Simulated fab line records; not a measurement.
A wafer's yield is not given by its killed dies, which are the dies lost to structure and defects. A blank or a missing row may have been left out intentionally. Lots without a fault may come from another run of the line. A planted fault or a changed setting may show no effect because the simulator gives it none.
Which tool did it?	flow n5 finfet	Sampling: 23 lots, 69 wafers, 4 of 1938 route steps

## WHAT EACH GAUGE READ, for each wafer
N5_BEOL_M9_OVL_MEAS_12. Usual: M9_OVL 0.5 nm, standard deviation 0.87.
lot	measured	on	M9_OVL (nm)	flag
L074	day 9 10:44	overlay-02	2.4 2.4 2.4	
L075	day 9 15:59	overlay-01	-0.7 -0.8 -1.1	
L076	day 9 21:46	overlay-02	0.2 0.6 1.2	
L078	day 10 02:44	overlay-01	-0.7 0.1 0.6	
L077	day 10 02:26	overlay-01	-0.3 -0.1 0.8	
L079	day 10 12:25	overlay-01	1.4 1.0 1.1	
L080	day 10 20:02	overlay-01	-0.1 0.6 0.1	
L081	day 11 12:10	overlay-02	1.4 0.9 0.3	
L082	day 11 22:10	overlay-01	0.9 -0.6 0.6	
L083	day 12 08:33	overlay-02	1.6 1.8 1.4	
L084	day 12 16:51	overlay-01	0.5 1.2 -1.2	
L085	day 12 17:05	overlay-01	1.0 0.6 0.1	
L086	day 12 19:50	overlay-02	0.4 1.6 0.9	
L088	day 12 22:04	overlay-01	1.5 1.2 1.5	
L087	day 13 04:56	overlay-02	-0.8 -0.8 -1.2	
L090	day 13 10:02	overlay-01	0.3 0.1 0.8	
L091	day 14 11:37	overlay-01	-0.3 0.1 1.0	
L094	day 14 11:47	overlay-01	-0.7 -0.3 -1.0	
L092	day 14 14:22	overlay-02	0.2 1.1 0.2	
L093	day 14 17:18	overlay-02	1.1 0.8 0.1	
L096	day 15 08:11	overlay-01	0.3 0.2 0.7	
L095	day 15 08:28	overlay-01	1.6 0.7 0.3	
L097	day 15 11:56	overlay-02	0.6 1.4 0.5	

N5_BEOL_M9_CD_MEAS_28: the cd target is 70 nm. Usual: cd nm reads 70.01 nm (standard deviation 0.26).
lot	measured	on	cd nm (nm)	flag
L074	day 9 14:42	cd sem-01	70.35 69.86 69.90	
L075	day 9 18:08	cd sem-02	69.87 69.74 69.76	
L076	day 9 22:35	cd sem-03	69.76 70.07 70.18	
L078	day 10 04:58	cd sem-02	70.28 70.01 70.10	
L077	day 10 04:48	cd sem-03	69.50 69.83 70.38	
L079	day 10 13:23	cd sem-03	69.34 69.95 70.32	
L080	day 10 20:58	cd sem-03	69.98 69.88 69.84	
L081	day 11 16:29	cd sem-01	70.39 69.82 70.27	
L082	day 11 23:16	cd sem-03	70.21 69.83 70.03	
L083	day 12 10:23	cd sem-02	70.34 69.62 70.27	
L084	day 12 18:23	cd sem-02	69.86 69.65 69.76	
L085	day 12 18:33	cd sem-02	70.08 70.12 69.80	
L086	day 12 21:02	cd sem-01	69.59 69.89 69.67	
L088	day 12 23:11	cd sem-03	70.02 70.17 70.00	
L087	day 13 08:33	cd sem-03	70.46 70.14 69.59	
L090	day 13 12:35	cd sem-01	70.19 70.21 69.79	
L091	day 14 13:11	cd sem-01	69.99 69.73 70.40	
L094	day 14 13:08	cd sem-01	69.91 69.91 70.33	
L092	day 14 16:11	cd sem-02	70.16 70.32 70.24	
L093	day 14 18:59	cd sem-03	69.62 69.91 69.85	
L096	day 15 11:18	cd sem-01	69.92 69.82 69.67	
L095	day 15 11:50	cd sem-01	69.80 69.87 70.06	
L097	day 15 12:55	cd sem-03	70.17 70.47 70.31	

## WHICH TOOL RAN EACH LOT (tool, then ch and the chambers of the sampled wafers, then the start)
lot	N5_BEOL_M8_CMP_52	N5_BEOL_M9_DESCUM_16
L074	cmp-02 ch 0,2,3, day 9 08:16	rie diel-05 ch 0,1,3, day 9 10:47
L075	cmp-04 ch 2,3, day 9 12:21	rie diel-05 ch 0,2,3, day 9 16:02
L076	cmp-02 ch 0,2,3, day 9 19:05	rie diel-02 ch 0,3, day 9 21:50
L078	cmp-02 ch 0,1,3, day 9 23:19	rie diel-02 ch 1,2,3, day 10 02:59
L077	cmp-04 ch 1,2,3, day 9 23:34	rie diel-02 ch 1,2,3, day 10 02:29
L079	cmp-02 ch 0,2,3, day 10 08:05	rie diel-06 ch 1,3, day 10 12:30
L080	cmp-04 ch 1,2,3, day 10 17:07	rie diel-05 ch 0,1,3, day 10 20:05
L081	cmp-04 ch 0,1,2, day 11 07:22	rie diel-05 ch 1,2,3, day 11 12:14
L082	cmp-01 ch 1,2, day 11 19:05	rie diel-05 ch 0,1,3, day 11 22:29
L083	cmp-01 ch 0,2,3, day 12 05:42	rie diel-05 ch 1,2,3, day 12 08:38
L084	cmp-02 ch 0,2, day 12 14:58	rie diel-02 ch 0,1,2, day 12 16:55
L085	cmp-01 ch 0,1, day 12 15:14	rie diel-06 ch 1,3, day 12 17:20
L086	cmp-01 ch 1,2,3, day 12 16:38	rie diel-05 ch 1,2,3, day 12 19:53
L088	cmp-02 ch 0,1,3, day 12 20:22	rie diel-02 ch 1,2, day 12 22:07
L087	cmp-01 ch 0,1,2, day 13 01:44	rie diel-02 ch 0,2, day 13 05:00
L090	cmp-01 ch 1,2,3, day 13 06:04	rie diel-02 ch 1,2, day 13 10:05
L091	cmp-04 ch 0,1,2, day 14 05:58	rie diel-02 ch 0,1,3, day 14 11:40
L094	cmp-04 ch 0,2,3, day 14 07:46	rie diel-02 ch 0,1, day 14 11:55
L092	cmp-01 ch 0,1,3, day 14 11:49	rie diel-02 ch 0,2, day 14 14:41
L093	cmp-02 ch 1,2,3, day 14 14:10	rie diel-02 ch 0,1,2, day 14 17:56
L096	cmp-04 ch 0,2,3, day 15 04:49	rie diel-02 ch 1,2,3, day 15 08:22
L095	cmp-01 ch 0,2,3, day 15 05:14	rie diel-05 ch 1,2, day 15 08:32
L097	cmp-01 ch 1,2,3, day 15 08:27	rie diel-06 ch 0,1,3, day 15 12:02
- N5_BEOL_M8_CMP_52: polishes, stops on SiCOH lowk, t overpolish 6.9 s, target thk 80 nm.
- N5_BEOL_M9_DESCUM_16: chemistry O2, time 7.9 s.

## WHAT THE TOOLS THEMSELVES READ (means of the sampled wafers that have a number; where no wafer has one, the mark that the record gives instead)
N5_BEOL_M8_CMP_52. Usual: barrier field endpoint s 28.8 s, standard deviation 0.71; clearing platen rpm 49.999 rpm, standard deviation 0.027; motor current A 5.8 A, standard deviation 0.45; overpolish run s 6.899 s, standard deviation 0.0079; pad life wafers 1140, standard deviation 610; platen rpm 50.00 rpm, standard deviation 0.042; slurry filter dp kPa 13.50 kPa, standard deviation 0.13; time to endpoint s 62 s, standard deviation 3.3.
lot	tool	barrier field endpoint s (s)	clearing platen rpm (rpm)	motor current A (A)	overpolish run s (s)	pad life wafers	platen rpm (rpm)	slurry filter dp kPa (kPa)	time to endpoint s (s)	flag
L074	cmp-02	28.9	49.995	5.9	6.889	1705	49.99	13.41	64	
L075	cmp-04	28.2	50.023	5.7	6.905	1980	50.02	13.50	62	
L076	cmp-02	28.2	50.001	5.8	6.900	1795	50.03	13.42	59	
L078	cmp-02	28.9	50.000	5.7	6.896	1844	49.96	13.60	63	
L077	cmp-04	28.1	50.002	6.0	6.897	32	50.01	13.47	59	
L079	cmp-02	28.7	49.999	5.8	6.897	1922	50.00	13.52	62	
L080	cmp-04	27.9	50.010	5.9	6.899	163	50.06	13.40	61	
L081	cmp-04	28.8	49.994	6.1	6.904	296	50.00	13.46	61	
L082	cmp-01	28.5	50.003	5.7	6.903	1082	50.03	13.54	62	
L083	cmp-01	28.8	50.010	5.9	6.896	1202	49.99	13.50	60	
L084	cmp-02	27.9	49.986	5.5	6.893	194	49.98	13.44	59	
L085	cmp-01	28.3	49.989	5.7	6.908	1274	49.98	13.50	61	
L086	cmp-01	29.3	50.027	5.9	6.902	1286	49.99	13.45	64	
L088	cmp-02	28.1	50.029	5.9	6.901	236	50.00	13.46	61	
L087	cmp-01	28.9	49.991	5.6	6.894	1358	49.99	13.52	61	
L090	cmp-01	29.5	50.012	6.0	6.897	1388	50.00	13.60	66	
L091	cmp-04	28.7	50.009	6.0	6.904	781	49.98	13.61	63	
L094	cmp-04	28.7	49.988	5.5	6.904	806	50.01	13.50	61	
L092	cmp-01	28.8	50.001	5.9	6.902	1603	49.98	13.57	63	
L093	cmp-02	29.3	49.999	6.0	6.897	548	50.04	13.48	65	
L096	cmp-04	29.1	49.992	5.7	6.904	955	50.01	13.56	63	
L095	cmp-01	29.7	49.995	5.8	6.893	1754	50.01	13.57	65	
L097	cmp-01	28.6	50.001	5.6	6.893	1784	49.96	13.55	64	

N5_BEOL_M9_DESCUM_16. Usual: drypump motor current A 5.5 A, standard deviation 0.44; oes product au 0.79 a.u., standard deviation 0.096; rf vpp V 244.1 V, standard deviation 1.4; showerhead plenum p Torr 2.15 Torr, standard deviation 0.072; throttle valve pct 20.51 %, standard deviation 0.28.
lot	tool	drypump motor current A (A)	oes product au (a.u.)	rf vpp V (V)	showerhead plenum p Torr (Torr)	throttle valve pct (%)	flag
L074	rie diel-05	5.8	0.77	243.3	2.09	20.45	
L075	rie diel-05	5.6	0.71	243.9	2.10	20.54	
L076	rie diel-02	5.4	0.74	243.6	2.17	20.66	
L078	rie diel-02	5.4	0.89	245.5	2.20	20.40	
L077	rie diel-02	5.4	0.89	245.8	2.20	20.40	
L079	rie diel-06	6.5	0.77	244.3	2.18	20.19	
L080	rie diel-05	5.8	0.76	243.3	2.09	20.46	
L081	rie diel-05	5.4	0.76	244.0	2.15	20.53	
L082	rie diel-05	5.8	0.76	243.3	2.09	20.48	
L083	rie diel-05	5.4	0.75	243.7	2.15	20.55	
L084	rie diel-02	5.3	0.85	243.9	2.20	20.52	
L085	rie diel-06	6.5	0.75	243.9	2.17	20.21	
L086	rie diel-05	5.4	0.75	243.9	2.14	20.55	
L088	rie diel-02	5.2	0.92	244.5	2.21	20.23	
L087	rie diel-02	5.1	0.84	244.2	2.19	20.30	
L090	rie diel-02	5.4	0.91	245.6	2.21	20.46	
L091	rie diel-02	5.4	0.77	244.1	2.18	20.74	
L094	rie diel-02	5.5	0.83	246.0	2.20	20.78	
L092	rie diel-02	5.1	0.83	245.1	2.19	20.32	
L093	rie diel-02	5.3	0.83	245.2	2.20	20.54	
L096	rie diel-02	5.4	0.83	245.3	2.19	20.45	
L095	rie diel-05	5.5	0.76	244.1	2.12	20.66	
L097	rie diel-06	6.1	0.74	243.7	2.11	20.28	

## THE ANSWER, worked out from the rows above alone
Rule: a lot is off if the mean of its wafers that have a number lies more than 3 standard deviations from the usual mean. Also off: a lot with no number at a reading for which 4 or more lots have one. All remaining lots with rows at the step are treated as sound. Order of review: gauges by route order, followed by the tools' own readings, for which a lot's mean as printed above is used. The first step at which some lot is off is used, and at that step the reading that is off furthest; a lot without a number counts as furthest.
Across all readings shown, no lot is off: no conclusion can be drawn from this.

## WHAT THE SIMULATOR HAD INSERTED
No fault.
